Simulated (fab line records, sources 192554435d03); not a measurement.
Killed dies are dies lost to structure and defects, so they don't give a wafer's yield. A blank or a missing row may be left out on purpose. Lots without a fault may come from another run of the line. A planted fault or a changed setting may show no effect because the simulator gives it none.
One fault seen from 2 desks | flow n5_finfet | each desk has only its own numbers; what lay behind them comes last

THE TOOL OWNER'S DESK: litho_track-02
The tool's own readings at N5_SD_EPI_N_PEB_07 (peb time 60 s): means of the sampled wafers that have a number, for each lot that ran on this tool. A lot is out of limits, marked OUT, if its mean lies more than 4 standard deviations from the usual mean; the brackets give that distance.
Columns: A = heater_power_total_W at N5_SD_EPI_N_PEB_07, usual 175.2 W
lot  | first seen here | A
L607 | day 3 11:40     | 173.6
L608 | day 3 11:53     | 175.4
L609 | day 3 23:21     | 173.8
L616 | day 5 15:23     | 202.3 (+17) OUT
L617 | day 5 22:18     | 255.8 (+50) OUT
L619 | day 6 10:25     | 217.1 (+26) OUT
L629 | day 8 19:50     | 176.1
This desk's finding: out of limits on L616, L617, L619; first on L616, day 5 15:23 (heater_power_total_W at N5_SD_EPI_N_PEB_07). In limits: L607, L608, L609, L629.

THE METROLOGY DESK
What the gauges read, lot by lot, whatever tool the lot ran on: means of the sampled wafers that have a number. A lot is out of limits, marked OUT, if its mean lies more than 4 standard deviations from the usual mean; the brackets give that distance. Of its 11 readings 7 are shown: the one that was out of limits first, and those that lie furthest out on some lot.
Columns: A = cd_nm at N5_SD_EPI_N_CD_MEAS_09, usual 120.2 nm; B = DIBL_P at N5_BEOL_M4_RC_MEAS_101, usual 36.0 mV/V; C = IOFF_P at N5_BEOL_M4_RC_MEAS_101, usual 0.21 nA/um; D = ION_N at N5_BEOL_M4_RC_MEAS_101, usual 675 uA/um; E = ION_P at N5_BEOL_M4_RC_MEAS_101, usual 463 uA/um; F = SS_N at N5_BEOL_M4_RC_MEAS_101, usual 71.6 mV/dec; G = VT_P at N5_BEOL_M4_RC_MEAS_101, usual -251 mV
lot  | first seen here | A               | B    | C    | D   | E   | F    | G
L606 | day 3 02:59     | 120.6           | 35.2 | 0.17 | 668 | 457 | 71.6 | -253
L607 | day 3 11:43     | 119.5           | 36.6 | 0.19 | 678 | 458 | 71.4 | -253
L608 | day 3 11:57     | 120.2           | 36.5 | 0.21 | 682 | 470 | 72.3 | -250
L609 | day 3 23:25     | 120.3           | 35.7 | 0.21 | 683 | 466 | 71.2 | -254
L610 | day 3 23:35     | 120.0           | 36.2 | 0.23 | 678 | 464 | 71.8 | -246
L611 | day 4 09:10     | 120.8           | 34.4 | 0.21 | 667 | 461 | 71.4 | -250
L612 | day 4 22:13     | 120.7           | 37.5 | 0.21 | 693 | 466 | 72.2 | -250
L616 | day 5 15:27     | 112.0 (-11) OUT | 34.5 | 0.16 | 662 | 453 | 70.5 | -255
L617 | day 5 22:22     | 96.4 (-33) OUT  | -    | -    | -   | -   | -    | -
L619 | day 6 10:29     | 108.4 (-16) OUT | 35.3 | 0.25 | 693 | 481 | 72.3 | -245
L622 | day 6 23:58     | 118.9           | 39.2 | 0.20 | 686 | 464 | 71.4 | -252
L624 | day 7 13:14     | 121.5           | 37.2 | 0.21 | 686 | 465 | 71.8 | -250
L625 | day 7 18:43     | 119.6           | 35.3 | 0.20 | 666 | 458 | 71.1 | -252
L628 | day 8 17:35     | 120.1           | 34.5 | 0.16 | 669 | 455 | 70.9 | -254
L629 | day 8 19:53     | 119.8           | 37.9 | 0.27 | 678 | 472 | 71.9 | -246
This desk's finding: out of limits on L616, L617, L619; first on L616, day 5 15:27 (cd_nm at N5_SD_EPI_N_CD_MEAS_09). In limits: L606, L607, L608, L609, L610, L611, L612, L622, L624, L625, L628, L629.

PUT TOGETHER
The tool owner's desk could have raised an alarm at day 5 15:23, on L616, L617, L619.
The metrology desk could have raised an alarm at day 5 15:27, on L616, L617, L619.
Of the lots named, all ran N5_SD_EPI_N_PEB_07 on litho_track-02.

WHAT THE SIMULATOR HAD PUT IN
Process parameter drift: litho_track-02, from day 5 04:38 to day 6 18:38, at N5_SD_EPI_N_PEB_07. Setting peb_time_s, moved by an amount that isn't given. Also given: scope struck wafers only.
Lots struck among those shown: L616, L617, L619.
Hours from the fault's start to each desk's first reading out of limits: the tool owner's desk, 11; the metrology desk, 11.
